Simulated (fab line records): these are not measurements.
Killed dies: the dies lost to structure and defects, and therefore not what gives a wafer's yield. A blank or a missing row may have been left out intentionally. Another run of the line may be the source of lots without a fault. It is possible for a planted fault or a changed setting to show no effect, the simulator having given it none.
Comparing a struck lot with a sound one + flow n5-finfet + 27 steps out of a route of 1938
Sound: these wafers, L381.1, L381.2, L381.3. Struck: wafer L401.2 (left out: L401.1, L401.5 of the same lot, which were not struck); the cause appears at the end.
Each step with rows lists, per side, the tool, then ch with its chambers, then its first start. Under that, the readings that differ: sound wafers + struck wafers + difference of the means + sigmas: that difference in standard deviations of wafers without a fault.
alike: words and numbers the same on both sides, and readings whose means are apart by under 2 such deviations; not compared: readings that were withheld, readings missing a value for some wafer, numbers with overlapping values and no deviation given by the record, and bounds like >300 which may hide the same value.
The two part at a step that has a row with sigmas, a row that says differs or no value, or rows on one side only. Numbers that have no deviation but don't overlap get no sigmas and don't part them. A reading missing from all wafers of one side parts the sides only when that side holds two or more wafers.

N5_BEOL_M4_THK_MEAS_53: measures by xrf.
  sound: film-metro-01 at day 7 22:27; struck: film-metro-01 at day 13 13:28
  alike: M4_THK
then, 1 step without rows for these wafers: N5_BEOL_M4_PRE_CLEAN_60 (time 15 s).
N5_BEOL_M4_CO_CAP_55: material Co, precursor CCTBA/H2, target thk 2 nm, time 102.1 s.
  sound on cvd-co-01 ch 0,1,2, day 7 22:35; struck on cvd-co-02 ch 1, day 13 13:32
| reading               | sound        | struck | difference | sigmas |
|-----------------------|--------------|--------|------------|--------|
| since-wet-clean-h (h) | 248 1145 708 | 165    | -535       |        |
  alike: heater-power-w
then, 1 step without rows for these wafers: N5_BEOL_M4_PRE_CLEAN_56 (time 15 s).
N5_BEOL_M4_DEP_57: deposits SiCN from 3MS/NH3, target thk 8 nm, time 14 s.
  sound on pecvd-01 ch 0,1,2, day 7 22:43; struck on pecvd-03 ch 0, day 13 13:40
  alike: showerhead-plenum-p-Torr, showerhead-vpp-V, throttle-valve-pct
  not compared: since-wet-clean-h
N5_BEOL_M4_RS_MEAS_58: the measuring method here is four-point-probe.
  sound: film-metro-01 at day 7 22:47; struck: film-metro-02 at day 13 13:43
  alike: M4_RS
N5_BEOL_M4_INSPECT_59: inspects for defects (darkfield).
  sound: defect-inspect-02 at day 7 22:48; struck: defect-inspect-02 at day 13 13:45
  alike: raw-defect-count
N5_BEOL_M4_RC_MEAS_101:
  sound on prober-02 ch 0, day 7 22:50; struck on prober-01 ch 0, day 13 13:47
  alike: DIBL_N, DIBL_P, IOFF_N, IOFF_P, ION_N, ION_P, SS_N, SS_P, VT_N, VT_P
then, 1 step without rows for these wafers: N5_BEOL_M5_ILD_DEP_00 (deposits SiCOH lowk from DEMS/porogen, target thk 140.64 nm, time 25.9 s).
N5_BEOL_M5_CURE_79: cures SiCOH lowk, time 240 s.
  sound on uv-cure-03 ch 1, day 7 23:52; struck on uv-cure-02 ch 2, day 13 14:48
  alike: lamp-power-pct, wafer_temp_C_max
N5_BEOL_M5_THK_MEAS_01:
  sound: film-metro-01 at day 8 00:22; struck: film-metro-01 at day 13 15:19
  alike: M5_ILD_THK
N5_BEOL_M5_PECVD_70: deposits SiO2 from TEOS/O2, target thk 16 nm, time 18 s.
  sound on pecvd-02 ch 0,1,2, day 8 00:25; struck on pecvd-04 ch 2, day 13 15:21
| reading                         | sound          | struck | difference | sigmas |
|---------------------------------|----------------|--------|------------|--------|
| showerhead-plenum-p-Torr (Torr) | 8.78 8.93 8.76 | 8.69   | -0.13      | -2     |
| showerhead-vpp-V (V)            | 1279 1302 1312 | 1218   | -80        | -2     |
| since-wet-clean-h (h)           | 1779 1054 300  | 253    | -791       |        |
| throttle-valve-pct (%)          | 23.4 22.3 21.4 | 20.4   | -2.0       | -2     |
  alike: heater-power-w
N5_BEOL_M5_HM_DEP_02: deposits TiN, target thk 20 nm.
  sound: pvd-sputter-02 at day 8 01:16; struck: pvd-sputter-02 at day 13 16:01
| reading                  | sound                | struck | difference | sigmas |
|--------------------------|----------------------|--------|------------|--------|
| chamber-pressure-pa (Pa) | 0.4980 0.4984 0.5015 | 0.5017 | +0.0024    | +2     |
  alike: throttle-valve-pct
then, 9 steps without rows for these wafers: N5_BEOL_M5_COAT_59 (time 60 s, resist thk 60 nm); N5_BEOL_M5_COAT_60 (time 60 s, resist thk 12 nm); N5_BEOL_M5_COAT_71 (time 60 s, resist thk 5 nm); N5_BEOL_M5_COAT_05 (resist thk 30 nm); N5_BEOL_M5_EBR_07; N5_BEOL_M5_SOFTBAKE_06 (time 60 s); N5_BEOL_M5_EXPOSE_08 (exposes mask M5, target cd 28 nm); N5_BEOL_M5_PEB_09 (peb time 60 s); N5_BEOL_M5_DEVELOP_10 (develop time 30 s).
N5_BEOL_M5_CD_MEAS_11 targets a cd of 27.74 nm.
  sound on cd-sem-02 ch 0, day 8 01:46; struck on cd-sem-01 ch 0, day 13 16:32
  alike: cd-nm
N5_BEOL_M5_OVL_MEAS_12:
  sound on overlay-01 ch 0, day 8 01:48; struck on overlay-01 ch 0, day 13 16:34
  alike: M5_OVL
N5_BEOL_M5_INSPECT_13: inspects for defects (brightfield).
  sound: defect-inspect-02 at day 8 01:59; struck: defect-inspect-01 at day 13 16:38
| reading          | sound       | struck | difference | sigmas |
|------------------|-------------|--------|------------|--------|
| raw-defect-count | 368 271 424 | 1462   | +1108      | +12    |
N5_BEOL_M5_DESCUM_16: chemistry O2, time 7 s.
  sound on rie-diel-06 ch 1,2,3, day 8 02:03; struck on rie-diel-02 ch 3, day 13 16:40
| reading                | sound     | struck | difference | sigmas |
|------------------------|-----------|--------|------------|--------|
| rf-hours-counter-h (h) | 31 169 58 | 227    | +141       |        |
  alike: drypump-motor-current-A, oes-product-au, rf-vpp-V, showerhead-plenum-p-Torr, throttle-valve-pct
-- record jumps: 4 days separate the struck wafers' starts on either side; left off in module BEOL_M5, taken up again in module PASSIVATION, whose first shown step is the route's number 1936 --
N5_PASSIVATION_PROBE_49:
  sound: prober-02 at day 12 21:38; struck: prober-02 at day 17 20:25
| reading                  | sound          | struck | difference | sigmas |
|--------------------------|----------------|--------|------------|--------|
| defect-limited-yield (%) | 89.2 91.5 89.9 | 84.0   | -6.2       | -5     |
| killed_at_M4_up          | 17 11 11       | 89     | +76        | +16    |
| killed-dies              | 127 100 119    | 189    | +74        | +5     |
| killed-on-rim            | 13 12 19       | 38     | +23        | +5     |
| sort_bin_5_function (%)  | 6.4 5.6 5.3    | 9.3    | +3.5       | +4     |
| sort-n-pass              | 1053 1080 1061 | 991    | -74        | -5     |
| sort-yield-pct (%)       | 89.2 91.5 89.9 | 84.0   | -6.2       | -4     |
  alike: killed_at_M0_to_M3, killed-at-contacts, killed-at-front-end, killed-at-other, killed-open, killed-short, sort_bin_6_memory, sort_bin_8_speed

WHERE THEY PART
First at N5_BEOL_M5_PECVD_70; last, within this record, at N5_PASSIVATION_PROBE_49.

WHY: the cause the simulator had injected
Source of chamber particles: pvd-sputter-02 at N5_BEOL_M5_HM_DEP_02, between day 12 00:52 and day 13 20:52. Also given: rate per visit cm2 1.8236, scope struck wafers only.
